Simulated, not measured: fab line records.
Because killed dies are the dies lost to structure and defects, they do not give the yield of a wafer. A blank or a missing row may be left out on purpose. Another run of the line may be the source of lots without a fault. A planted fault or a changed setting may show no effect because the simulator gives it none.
A struck lot beside a sound one    flow nandHarc    13 out of 1159 route steps
Sound: the wafers L845.2, L845.5, L845.6. Struck: wafer L835.4; the same lot's L835.2 was not struck, so it is left out; see the end for the cause.
At each step with rows: each side's tool, then ch and its chambers, then its first start. Under that, the readings that differ: sound wafers    struck wafers    difference of the means    sigmas: that difference in standard deviations of wafers without a fault.
alike: readings with means less than 2 such deviations apart, plus words and numbers identical on both sides. not compared: withheld readings, readings lacking a value on some wafer, bounds such as >300 that could conceal the same value, and numbers that have no deviation in the record and whose values overlap.
The two part at a step that has a row with sigmas, a row that says differs or no value, or rows on one side only. Numbers that don't overlap but have no deviation are shown without sigmas and don't part them. A reading missing from all wafers of one side parts the sides only when that side holds two or more wafers.

first, 1 step without rows for these wafers: NHARC_A_SLIT_SRD_20.
NHARC_A_SLIT_CD_MEAS_21:
  sound on cdSem-02 at day 19 12:20; struck on cdSem-01 at day 17 05:51
  alike: cdNm
then, 3 steps without rows for these wafers: NHARC_A_SIN_REMOVE_WET_00 (chemistry H3PO4, time 15300 s); NHARC_A_SIN_REMOVE_PRECLEAN_01 (cleans in SC1); NHARC_A_SIN_REMOVE_SRD_02.
NHARC_A_SIN_REMOVE_INSPECT_04:
  sound on defectInspect-02 at day 19 20:01; struck on defectInspect-02 at day 17 13:44
  alike: rawDefectCount
NHARC_A_WL_FILL_ALD_00: deposits Al2O3, target thk 3 nm, pulse time 3 s, ald cycles 30.
  sound on aldHk-02 ch 0,1, day 19 20:06; struck on aldHk-01 ch 3, day 17 13:48
  alike: heaterPowerW, precursorPulseHeightRel
NHARC_A_WL_FILL_RTA_01: time 5 s.
  sound on rtpAnneal-02 ch 0, day 19 20:23; struck on rtpAnneal-02 ch 0, day 17 14:15
  alike: lampPowerPct, lamp_zone_1_pct, lamp_zone_4_pct, wafer_temp_C_max
NHARC_A_WL_FILL_ALD_02: deposits TiN, target thk 2 nm, pulse time 3 s, ald cycles 100.
  sound on aldMetal-02 ch 0,1,3, day 19 20:41; struck on aldMetal-04 ch 3, day 17 14:31
reading                  sound              struck  difference  sigmas
precursorPulseHeightRel  0.991 1.027 0.983  0.947   -0.053      -3
  alike: heaterPowerW
NHARC_A_WL_FILL_CVD_03: deposits W, target thk 40 nm, time 3302 s.
  sound on cvdW-01 ch 0,1, day 20 00:13; struck on cvdW-02 ch 0, day 17 17:00
  alike: heaterPowerW, throttleValvePct
NHARC_A_WL_FILL_ETCHBACK_04: etches the open film in NF3, target depth 60 nm, time 120 s.
  sound on rieMetal-01 ch 0,1, day 20 03:07; struck on rieMetal-03 ch 0, day 17 18:57
reading         sound              struck  difference  sigmas
runLengthS (s)  141.9 142.5 142.0  132.3   -9.8        -18
  alike: drypumpMotorCurrentA, heBacksideLeakSccm, oesProductAu
  not compared: rfHoursCounterH
NHARC_A_WL_FILL_ETCHBACK_05: etches the open film in Cl2/BCl3, target depth 22 nm, time 60 s.
  sound on rieMetal-01 ch 0,1, day 20 03:22; struck on rieMetal-03 ch 1, day 17 19:10
  alike: drypumpMotorCurrentA, heBacksideLeakSccm, oesProductAu, runLengthS
  not compared: rfHoursCounterH
NHARC_END_SORT_01:
  the record has rows for the sound wafers here (prober-02 ch 0, day 24 12:16) and none for the struck ones

WHERE THEY PART
At NHARC_A_WL_FILL_ALD_02 first; at NHARC_END_SORT_01 last (within this record only).

WHY: what the simulator had put in
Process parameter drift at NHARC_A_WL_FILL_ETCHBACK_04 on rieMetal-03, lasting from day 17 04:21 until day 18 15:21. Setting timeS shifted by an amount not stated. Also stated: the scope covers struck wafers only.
